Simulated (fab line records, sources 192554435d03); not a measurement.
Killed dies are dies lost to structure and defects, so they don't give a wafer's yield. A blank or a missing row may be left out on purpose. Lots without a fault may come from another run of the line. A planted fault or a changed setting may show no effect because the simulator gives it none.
Chamber matching | flow n5_finfet | N5_MOL_CONTACT_COAG_ALD_131 on ald_sin-01: 4 sister chambers
The step deposits SiO2, target thk 5 nm, pulse time 1 s, co reactant pulse time 1 s. 22 wafers are shown with their chamber, then 11 later ones without.

WAFERS WITH THEIR CHAMBER
wafer  | chamber | heater_power_w (W) | precursor_pulse_height_rel
L074.2 | 3       | 75                 | 0.997
L074.5 | 0       | 68                 | 0.992
L074.6 | 1       | 79                 | 0.986
L075.1 | 3       | 76                 | 0.950
L075.2 | 1       | 78                 | 1.016
L075.6 | 3       | 75                 | 1.010
L076.3 | 0       | 67                 | 0.977
L076.5 | 3       | 75                 | 1.023
L076.6 | 1       | 78                 | 0.989
L077.1 | 0       | 66                 | 1.031
L077.3 | 3       | 74                 | 1.004
L077.6 | 2       | 72                 | 1.000
L078.1 | 0       | 68                 | 0.995
L078.2 | 2       | 74                 | 0.998
L078.6 | 1       | 77                 | 0.999
L080.3 | 1       | 79                 | 1.035
L080.4 | 0       | 67                 | 1.005
L080.5 | 3       | 76                 | 0.967
L082.2 | 2       | 74                 | 1.034
L082.5 | 0       | 67                 | 0.988
L082.6 | 1       | 77                 | 1.003
L084.1 | 2       | 72                 | 1.016

SIGNATURES (means of the wafers above)
reading                    | chamber 0 | chamber 1 | chamber 2 | chamber 3 | scatter within a chamber
heater_power_w             | 67.17     | 78.00     | 73.00     | 75.17     | 0.871
precursor_pulse_height_rel | 0.99800   | 1.00467   | 1.01200   | 0.99183   | 0.0212
Rule: a wafer's distance from a chamber is the root of the sum, over the readings, of the square of ((its reading less the chamber's mean) divided by the reading's scatter). The wafer belongs to the nearest chamber; if the next one is less than 2 further off, it can't be placed. The scatter: the root of (the sum of the squares of (reading less its chamber's mean) over the shown wafers, divided by (wafers less chambers)).

WAFERS WITHOUT THEIR CHAMBER
wafer  | heater_power_w (W) | precursor_pulse_height_rel
L084.3 | 77                 | 0.995
L084.5 | 77                 | 0.999
L087.2 | 66                 | 0.992
L087.4 | 76                 | 1.047
L087.5 | 76                 | 0.998
L088.2 | 66                 | 1.021
L088.3 | 78                 | 1.004
L088.6 | 78                 | 0.991
L092.2 | 66                 | 0.968
L092.4 | 75                 | 1.002
L092.5 | 75                 | 0.996

WHICH CHAMBER EACH WENT THROUGH
wafer  | from the rows above          | in truth
L084.3 | can't be placed: 1 or 3      | 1
L084.5 | can't be placed: 1 or 3      | 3
L087.2 | 0                            | 0
L087.4 | can't be placed: 3 or 1 or 2 | 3
L087.5 | can't be placed: 3 or 1      | 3
L088.2 | 0                            | 0
L088.3 | 1                            | 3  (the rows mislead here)
L088.6 | 1                            | 1
L092.2 | 0                            | 0
L092.4 | can't be placed: 3 or 2      | 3
L092.5 | 3                            | 3
Placed correctly: 5 of 11. Can't be placed from these rows: 5 (the true chamber is among the candidates in 5). Placed wrongly: 1.
